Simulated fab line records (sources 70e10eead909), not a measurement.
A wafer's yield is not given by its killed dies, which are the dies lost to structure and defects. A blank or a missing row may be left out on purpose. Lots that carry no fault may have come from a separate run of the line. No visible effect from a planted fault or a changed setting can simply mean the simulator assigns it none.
Which of the tools did it? | flow nandHarc | 72 wafers from 24 lots sampled at 6 of the route's 1302 steps

== WHAT THE GAUGES SHOWED, per wafer ==
NHARC_A_STAIRCASE_INSPECT_155.
lot  | measured     | on               | rawDefectCount
L074 | day 19 08:35 | defectInspect-02 | 528 407 465
L075 | day 19 08:50 | defectInspect-02 | 264 505 435
L076 | day 19 23:29 | defectInspect-02 | 265 435 436
L077 | day 20 08:47 | defectInspect-01 | 345 373 456
L078 | day 20 09:01 | defectInspect-01 | 387 490 515
L080 | day 20 20:47 | defectInspect-01 | 407 549 601
L079 | day 20 21:05 | defectInspect-01 | 259 249 280
L081 | day 21 16:08 | defectInspect-01 | 373 422 582
L082 | day 22 22:38 | defectInspect-01 | 429 577 484
L083 | day 23 00:22 | defectInspect-02 | 376 355 443
L084 | day 23 10:05 | defectInspect-02 | 339 305 349
L085 | day 23 19:29 | defectInspect-02 | 261 363 355
L086 | day 23 18:28 | defectInspect-02 | 431 483 308
L087 | day 25 00:32 | defectInspect-01 | 348 367 321
L088 | day 24 23:40 | defectInspect-02 | 302 262 355
L090 | day 26 10:04 | defectInspect-02 | 647 553 710
L089 | day 26 12:55 | defectInspect-02 | 534 470 822
L091 | day 26 18:38 | defectInspect-01 | 265 197 315
L093 | day 27 02:11 | defectInspect-01 | 597 466 452
L092 | day 27 03:34 | defectInspect-01 | 247 238 252
L094 | day 27 02:22 | defectInspect-02 | 339 223 355
L096 | day 28 08:08 | defectInspect-01 | 394 287 227
L097 | day 28 08:04 | defectInspect-02 | 359 287 362
L095 | day 28 12:24 | defectInspect-02 | 228 363 259

== TOOL THAT RAN EACH LOT (tool first, then ch and the chambers of the sampled wafers, then the start) ==
lot  | NHARC_A_STAIRCASE_STRIP_274                  | NHARC_A_STAIRCASE_DESCUM_291      | NHARC_A_STAIRCASE_ETCH_453                   | NHARC_A_STAIRCASE_STRIP_446         | NHARC_A_STAIRCASE_CMP_472
L074 | rieDiel-03 ch 0,1,2, day 16 16:06 or earlier | rieDiel-03 ch 0,3, day 16 16:06   | rieDiel-13 ch 0,1,3, day 19 05:58 or earlier | plasmaAsher-01 ch 0,1, day 19 05:58 | cmp-04 ch 1,3, day 19 08:17
L075 | rieDiel-12 ch 0,1,2, day 17 03:35 or earlier | rieDiel-03 ch 0,1,2, day 17 03:35 | rieDiel-12 ch 0,2, day 17 13:50              | plasmaAsher-01 ch 0,1, day 19 06:14 | cmp-03 ch 0,1,2, day 19 08:29
L076 | rieDiel-03 ch 0,2,3, day 17 05:06 or earlier | rieDiel-13 ch 1,2,3, day 17 05:06 | rieDiel-03 ch 0,1, day 19 20:59 or earlier   | plasmaAsher-02 ch 0,1, day 19 20:59 | cmp-03 ch 2,3, day 19 23:08
L077 | rieDiel-13 ch 0,2,3, day 17 22:14 or earlier | rieDiel-12 ch 0,2, day 17 22:14   | rieDiel-12 ch 0,1,2, day 20 06:02 or earlier | plasmaAsher-01 ch 0,1, day 20 06:02 | cmp-03 ch 1,2,3, day 20 08:26
L078 | rieDiel-12 ch 0,2, day 17 21:40              | rieDiel-13 ch 0,1, day 18 02:50   | rieDiel-12 ch 1,2,3, day 20 06:14 or earlier | plasmaAsher-02 ch 0,1, day 20 06:14 | cmp-04 ch 0,1,3, day 20 08:45
L080 | rieDiel-13 ch 0,2,3, day 18 12:24 or earlier | rieDiel-13 ch 2,3, day 18 12:24   | rieDiel-12 ch 0,1,3, day 20 18:14 or earlier | plasmaAsher-02 ch 0,1, day 20 18:14 | cmp-02 ch 0,1,2, day 20 20:28
L079 | rieDiel-03 ch 0,1,2, day 18 13:55 or earlier | rieDiel-12 ch 0,1,2, day 18 13:55 | rieDiel-03 ch 0,1,3, day 20 18:31 or earlier | plasmaAsher-02 ch 0,1, day 20 18:31 | cmp-03 ch 1,2,3, day 20 20:44
L081 | rieDiel-03 ch 1,2,3, day 19 06:58 or earlier | rieDiel-03 ch 0,2,3, day 19 06:58 | rieDiel-13 ch 2,3, day 21 13:22 or earlier   | plasmaAsher-01 ch 0,1, day 21 13:22 | cmp-03 ch 1,2, day 21 15:50
L082 | rieDiel-12 ch 1,2, day 20 08:06 or earlier   | rieDiel-13 ch 0,2,3, day 20 08:06 | rieDiel-13 ch 1,2,3, day 22 20:04 or earlier | plasmaAsher-02 ch 0,1, day 22 20:04 | cmp-02 ch 1,3, day 22 22:18
L083 | rieDiel-12 ch 0,1,3, day 20 09:01 or earlier | rieDiel-12 ch 1,2, day 20 09:01   | rieDiel-03 ch 0,1,2, day 22 21:50 or earlier | plasmaAsher-02 ch 0,1, day 22 21:50 | cmp-03 ch 1,3, day 23 00:01
L084 | rieDiel-13 ch 0,1,2, day 21 00:17 or earlier | rieDiel-13 ch 0,2,3, day 21 00:17 | rieDiel-03 ch 0,1,3, day 23 07:32 or earlier | plasmaAsher-01 ch 0,1, day 23 07:32 | cmp-04 ch 1,2,3, day 23 09:49
L085 | rieDiel-03 ch 0,2,3, day 21 05:17 or earlier | rieDiel-12 ch 0,2,3, day 21 05:17 | rieDiel-12 ch 0,1,2, day 23 16:47 or earlier | plasmaAsher-02 ch 0,1, day 23 16:47 | cmp-03 ch 1,3, day 23 19:10
L086 | rieDiel-13 ch 0,1,2, day 21 10:42 or earlier | rieDiel-12 ch 0,1,2, day 21 10:42 | rieDiel-12 ch 0,1,2, day 23 15:55 or earlier | plasmaAsher-01 ch 0,1, day 23 15:55 | cmp-04 ch 1,2,3, day 23 18:08
L087 | rieDiel-12 ch 2,3, day 22 11:26 or earlier   | rieDiel-13 ch 0,2, day 22 11:26   | rieDiel-03 ch 1,3, day 24 21:58 or earlier   | plasmaAsher-01 ch 0,1, day 24 21:58 | cmp-02 ch 1,2,3, day 25 00:14
L088 | rieDiel-03 ch 0,1,3, day 22 13:10 or earlier | rieDiel-03 ch 1,2,3, day 22 13:10 | rieDiel-03 ch 1,2,3, day 24 21:05 or earlier | plasmaAsher-02 ch 0,1, day 24 21:05 | cmp-03 ch 0,2,3, day 24 23:19
L090 | rieDiel-03 ch 1,3, day 23 20:19 or earlier   | rieDiel-03 ch 0,2, day 23 20:19   | rieDiel-13 ch 1,3, day 26 07:29 or earlier   | plasmaAsher-01 ch 0,1, day 26 07:29 | cmp-04 ch 0,1,2, day 26 09:44
L089 | rieDiel-03 ch 1,2, day 23 21:25 or earlier   | rieDiel-12 ch 0,1,2, day 23 21:25 | rieDiel-12 ch 1,2, day 26 10:18 or earlier   | plasmaAsher-01 ch 0,1, day 26 10:18 | cmp-02 ch 1,2, day 26 12:34
L091 | rieDiel-12 ch 2,3, day 24 00:31 or earlier   | rieDiel-12 ch 0,1,3, day 24 00:31 | rieDiel-12 ch 0,1,3, day 26 16:11 or earlier | plasmaAsher-01 ch 0,1, day 26 16:11 | cmp-02 ch 0,1,2, day 26 18:22
L093 | rieDiel-13 ch 0,3, day 24 15:22 or earlier   | rieDiel-13 ch 0,1, day 24 15:22   | rieDiel-03 ch 0,2, day 26 23:22 or earlier   | plasmaAsher-01 ch 0,1, day 26 23:22 | cmp-04 ch 0,1, day 27 01:51
L092 | rieDiel-12 ch 0,1,2, day 24 19:10 or earlier | rieDiel-13 ch 1,2,3, day 24 19:10 | rieDiel-13 ch 2,3, day 27 00:34 or earlier   | plasmaAsher-02 ch 0,1, day 27 00:34 | cmp-03 ch 1,2,3, day 27 03:14
L094 | rieDiel-13 ch 0,2, day 24 23:23 or earlier   | rieDiel-12 ch 0,2, day 24 23:23   | rieDiel-12 ch 1,2, day 26 23:40 or earlier   | plasmaAsher-02 ch 0,1, day 26 23:40 | cmp-03 ch 0,1, day 27 02:01
L096 | rieDiel-03 ch 0,2, day 25 20:50 or earlier   | rieDiel-12 ch 1,2,3, day 25 20:50 | rieDiel-12 ch 0,1,3, day 28 05:35 or earlier | plasmaAsher-01 ch 0,1, day 28 05:35 | cmp-04 ch 1,2,3, day 28 07:50
L097 | rieDiel-12 ch 1,2,3, day 26 00:03 or earlier | rieDiel-13 ch 0,2,3, day 26 00:03 | rieDiel-13 ch 0,1,2, day 28 05:24 or earlier | plasmaAsher-02 ch 0,1, day 28 05:24 | cmp-02 ch 0,2,3, day 28 07:43
L095 | rieDiel-13 ch 0,1, day 26 01:49 or earlier   | rieDiel-03 ch 1,2, day 26 01:49   | rieDiel-12 ch 0,1,2, day 28 09:52 or earlier | plasmaAsher-01 ch 0, day 28 09:52   | cmp-03 ch 0,1,2, day 28 12:05
- NHARC_A_STAIRCASE_STRIP_274: strips in O2.
- NHARC_A_STAIRCASE_DESCUM_291: chemistry O2, time 3 s.
- NHARC_A_STAIRCASE_ETCH_453: etches the open film in CF4/O2, target depth 30 nm, overetch 3 nm, time 16.5 s.
- NHARC_A_STAIRCASE_STRIP_446: strips in O2.
- NHARC_A_STAIRCASE_CMP_472: polishes SiO2.

== AS READ BY THE TOOLS THEMSELVES (means over the sampled wafers that have a number; for cases with no such wafer, the mark the record gives instead) ==
NHARC_A_STAIRCASE_STRIP_274.
lot  | tool       | drypumpMotorCurrentA (A) | oesProductAu (a.u.) | rfVppV (V) | showerheadPlenumPTorr (Torr) | throttleValvePct (%)
L074 | rieDiel-03 | 6.1                      | 1.011               | 57.4       | 3.37                         | 17.044
L075 | rieDiel-12 | 5.7                      | 1.009               | 58.2       | 3.47                         | 17.039
L076 | rieDiel-03 | 6.0                      | 1.008               | 58.7       | 3.52                         | 17.040
L077 | rieDiel-13 | 6.1                      | 1.007               | 58.0       | 3.48                         | 17.039
L078 | rieDiel-12 | 5.8                      | 1.003               | 57.3       | 3.56                         | 17.040
L080 | rieDiel-13 | 6.2                      | 1.001               | 57.4       | 3.47                         | 17.043
L079 | rieDiel-03 | 6.1                      | 1.002               | 57.1       | 3.36                         | 17.037
L081 | rieDiel-03 | 6.0                      | 0.990               | 58.1       | 3.45                         | 17.035
L082 | rieDiel-12 | 5.6                      | 0.992               | 57.8       | 3.38                         | 17.047
L083 | rieDiel-12 | 5.8                      | 0.994               | 58.3       | 3.51                         | 17.035
L084 | rieDiel-13 | 6.4                      | 0.993               | 58.7       | 3.63                         | 17.032
L085 | rieDiel-03 | 6.0                      | 0.994               | 57.3       | 3.50                         | 17.034
L086 | rieDiel-13 | 6.4                      | 0.997               | 57.8       | 3.63                         | 17.034
L087 | rieDiel-12 | 5.6                      | 0.999               | 57.5       | 3.51                         | 17.037
L088 | rieDiel-03 | 6.1                      | 1.008               | 57.5       | 3.64                         | 17.042
L090 | rieDiel-03 | 6.1                      | 0.994               | 58.7       | 3.76                         | 17.032
L089 | rieDiel-03 | 6.1                      | 0.998               | 58.3       | 3.64                         | 17.034
L091 | rieDiel-12 | 5.6                      | 1.008               | 57.7       | 3.50                         | 17.040
L093 | rieDiel-13 | 5.8                      | 1.001               | 58.2       | 3.73                         | 17.044
L092 | rieDiel-12 | 5.7                      | 0.986               | 58.0       | 3.45                         | 17.030
L094 | rieDiel-13 | 6.4                      | 1.021               | 57.6       | 3.55                         | 17.039
L096 | rieDiel-03 | 6.1                      | 0.998               | 57.0       | 3.36                         | 17.037
L097 | rieDiel-12 | 5.6                      | 0.993               | 57.8       | 3.43                         | 17.040
L095 | rieDiel-13 | 6.3                      | 1.010               | 57.9       | 3.64                         | 17.035

NHARC_A_STAIRCASE_DESCUM_291.
lot  | tool       | drypumpMotorCurrentA (A) | oesProductAu (a.u.) | rfVppV (V) | showerheadPlenumPTorr (Torr) | throttleValvePct (%)
L074 | rieDiel-03 | 6.0                      | 1.011               | 57.7       | 1.97                         | 11.311
L075 | rieDiel-03 | 6.1                      | 1.005               | 57.9       | 1.82                         | 11.316
L076 | rieDiel-13 | 6.1                      | 1.003               | 57.6       | 1.92                         | 11.312
L077 | rieDiel-12 | 5.6                      | 1.014               | 57.2       | 1.90                         | 11.318
L078 | rieDiel-13 | 6.4                      | 0.985               | 57.9       | 2.03                         | 11.308
L080 | rieDiel-13 | 5.9                      | 1.007               | 57.1       | 1.82                         | 11.313
L079 | rieDiel-12 | 5.7                      | 1.009               | 58.3       | 1.88                         | 11.313
L081 | rieDiel-03 | 6.0                      | 1.007               | 57.6       | 1.90                         | 11.320
L082 | rieDiel-13 | 6.1                      | 1.003               | 57.6       | 1.88                         | 11.314
L083 | rieDiel-12 | 5.5                      | 0.994               | 57.1       | 1.84                         | 11.304
L084 | rieDiel-13 | 6.1                      | 1.003               | 58.5       | 1.87                         | 11.318
L085 | rieDiel-12 | 5.7                      | 0.993               | 57.6       | 1.91                         | 11.310
L086 | rieDiel-12 | 5.7                      | 0.995               | 57.6       | 1.87                         | 11.316
L087 | rieDiel-13 | 6.4                      | 1.007               | 57.1       | 1.91                         | 11.304
L088 | rieDiel-03 | 6.0                      | 0.986               | 57.8       | 1.97                         | 11.314
L090 | rieDiel-03 | 6.1                      | 1.013               | 56.3       | 1.84                         | 11.310
L089 | rieDiel-12 | 5.7                      | 0.991               | 57.8       | 1.87                         | 11.315
L091 | rieDiel-12 | 5.8                      | 0.998               | 57.9       | 1.90                         | 11.314
L093 | rieDiel-13 | 6.4                      | 1.005               | 58.4       | 2.02                         | 11.307
L092 | rieDiel-13 | 6.2                      | 1.003               | 57.9       | 2.01                         | 11.306
L094 | rieDiel-12 | 5.8                      | 1.001               | 57.2       | 1.91                         | 11.314
L096 | rieDiel-12 | 5.6                      | 0.988               | 56.8       | 1.85                         | 11.315
L097 | rieDiel-13 | 6.1                      | 1.007               | 57.4       | 1.96                         | 11.310
L095 | rieDiel-03 | 6.1                      | 0.998               | 58.2       | 1.89                         | 11.311

NHARC_A_STAIRCASE_ETCH_453.
lot  | tool       | drypumpMotorCurrentA (A) | oes_o_777_au (a.u.) | oesProductAu (a.u.) | rfVppV (V) | showerheadPlenumPTorr (Torr) | throttleValvePct (%)
L074 | rieDiel-13 | 6.1                      | 0.998               | 0.993               | 197.3      | 1.35                         | 13.399
L075 | rieDiel-12 | 5.8                      | 1.004               | 1.000               | 197.9      | 1.35                         | 13.391
L076 | rieDiel-03 | 6.1                      | 0.999               | 1.009               | 195.9      | 1.28                         | 13.399
L077 | rieDiel-12 | 5.7                      | 1.002               | 1.002               | 196.8      | 1.31                         | 13.404
L078 | rieDiel-12 | 5.6                      | 0.999               | 1.019               | 197.6      | 1.30                         | 13.403
L080 | rieDiel-12 | 5.8                      | 0.996               | 1.007               | 197.2      | 1.33                         | 13.403
L079 | rieDiel-03 | 6.1                      | 0.996               | 1.008               | 198.1      | 1.31                         | 13.395
L081 | rieDiel-13 | 6.2                      | 0.994               | 1.007               | 197.2      | 1.30                         | 13.396
L082 | rieDiel-13 | 6.2                      | 1.006               | 0.995               | 197.9      | 1.33                         | 13.405
L083 | rieDiel-03 | 6.1                      | 1.000               | 1.007               | 198.3      | 1.34                         | 13.395
L084 | rieDiel-03 | 6.1                      | 1.001               | 0.997               | 198.8      | 1.38                         | 13.392
L085 | rieDiel-12 | 5.7                      | 1.002               | 0.997               | 197.3      | 1.31                         | 13.396
L086 | rieDiel-12 | 5.7                      | 1.003               | 1.003               | 197.3      | 1.31                         | 13.400
L087 | rieDiel-03 | 6.0                      | 0.997               | 0.997               | 199.2      | 1.41                         | 13.393
L088 | rieDiel-03 | 6.0                      | 1.000               | 0.997               | 199.3      | 1.37                         | 13.401
L090 | rieDiel-13 | 5.9                      | 1.001               | 0.994               | 199.8      | 1.44                         | 13.398
L089 | rieDiel-12 | 5.6                      | 0.999               | 0.988               | 197.0      | 1.27                         | 13.394
L091 | rieDiel-12 | 5.8                      | 1.004               | 1.003               | 197.7      | 1.32                         | 13.392
L093 | rieDiel-03 | 6.0                      | 0.997               | 1.004               | 196.4      | 1.27                         | 13.407
L092 | rieDiel-13 | 5.9                      | 1.000               | 0.992               | 198.8      | 1.40                         | 13.405
L094 | rieDiel-12 | 5.6                      | 0.997               | 0.984               | 196.4      | 1.27                         | 13.396
L096 | rieDiel-12 | 5.8                      | 0.998               | 0.995               | 197.3      | 1.32                         | 13.397
L097 | rieDiel-13 | 6.4                      | 0.999               | 1.006               | 198.5      | 1.36                         | 13.397
L095 | rieDiel-12 | 5.7                      | 1.000               | 0.982               | 197.3      | 1.30                         | 13.396

NHARC_A_STAIRCASE_STRIP_446.
lot  | tool           | drypumpMotorCurrentA (A) | heaterPowerW (W)
L074 | plasmaAsher-01 | 6.0                      | 317
L075 | plasmaAsher-01 | 6.0                      | 318
L076 | plasmaAsher-02 | 5.4                      | 352
L077 | plasmaAsher-01 | 5.7                      | 362
L078 | plasmaAsher-02 | 5.7                      | 361
L080 | plasmaAsher-02 | 5.7                      | 356
L079 | plasmaAsher-02 | 5.7                      | 352
L081 | plasmaAsher-01 | 5.7                      | 361
L082 | plasmaAsher-02 | 5.7                      | 356
L083 | plasmaAsher-02 | 5.7                      | 355
L084 | plasmaAsher-01 | 5.7                      | 362
L085 | plasmaAsher-02 | 5.7                      | 360
L086 | plasmaAsher-01 | 6.0                      | 318
L087 | plasmaAsher-01 | 6.0                      | 322
L088 | plasmaAsher-02 | 5.7                      | 360
L090 | plasmaAsher-01 | 6.0                      | 326
L089 | plasmaAsher-01 | 5.6                      | 366
L091 | plasmaAsher-01 | 5.7                      | 373
L093 | plasmaAsher-01 | 5.7                      | 365
L092 | plasmaAsher-02 | 5.4                      | 348
L094 | plasmaAsher-02 | 5.3                      | 347
L096 | plasmaAsher-01 | 5.7                      | 365
L097 | plasmaAsher-02 | 5.3                      | 344
L095 | plasmaAsher-01 | 6.3                      | 277

NHARC_A_STAIRCASE_CMP_472.
lot  | tool   | motorCurrentA (A) | slurryFilterDpKPa (kPa)
L074 | cmp-04 | 13.6              | 13.49
L075 | cmp-03 | 11.5              | 13.57
L076 | cmp-03 | 11.8              | 13.45
L077 | cmp-03 | 11.7              | 13.50
L078 | cmp-04 | 12.7              | 13.44
L080 | cmp-02 | 12.5              | 13.49
L079 | cmp-03 | 11.9              | 13.43
L081 | cmp-03 | 11.7              | 13.55
L082 | cmp-02 | 13.3              | 13.45
L083 | cmp-03 | 12.1              | 13.54
L084 | cmp-04 | 12.1              | 13.43
L085 | cmp-03 | 12.3              | 13.57
L086 | cmp-04 | 12.3              | 13.45
L087 | cmp-02 | 12.5              | 13.56
L088 | cmp-03 | 11.3              | 13.46
L090 | cmp-04 | 11.2              | 13.46
L089 | cmp-02 | 12.9              | 13.54
L091 | cmp-02 | 12.3              | 13.49
L093 | cmp-04 | 11.5              | 13.61
L092 | cmp-03 | 11.9              | 13.53
L094 | cmp-03 | 11.4              | 13.51
L096 | cmp-04 | 12.3              | 13.53
L097 | cmp-02 | 11.6              | 13.38
L095 | cmp-03 | 11.8              | 13.46

== THE ANSWER, worked out from the rows above alone ==
Rule: the lots themselves supply what counts as usual. Put in order of their means at a reading, lots are off if they are a third of the lots or fewer, leave a main group of 4 or more, and stand apart from it by a gap of 3 or more times the standard deviation of the main group's means; of several such gaps the widest counts. If all means in a main group match to the digits the tables above print for the reading, that group is not used. Also off: a lot with no number at a reading for which 4 or more lots have one. All remaining lots with rows at the step are treated as sound. The gauges are gone through in route order, then the tools' own readings, and for those a lot's mean is taken as printed above. The first step at which some lot is off is used, and at that step the reading that is off furthest; a lot without a number counts as furthest.
None of the lots is off at any reading shown; this tells nothing.

== WHAT WAS PUT IN BY THE SIMULATOR ==
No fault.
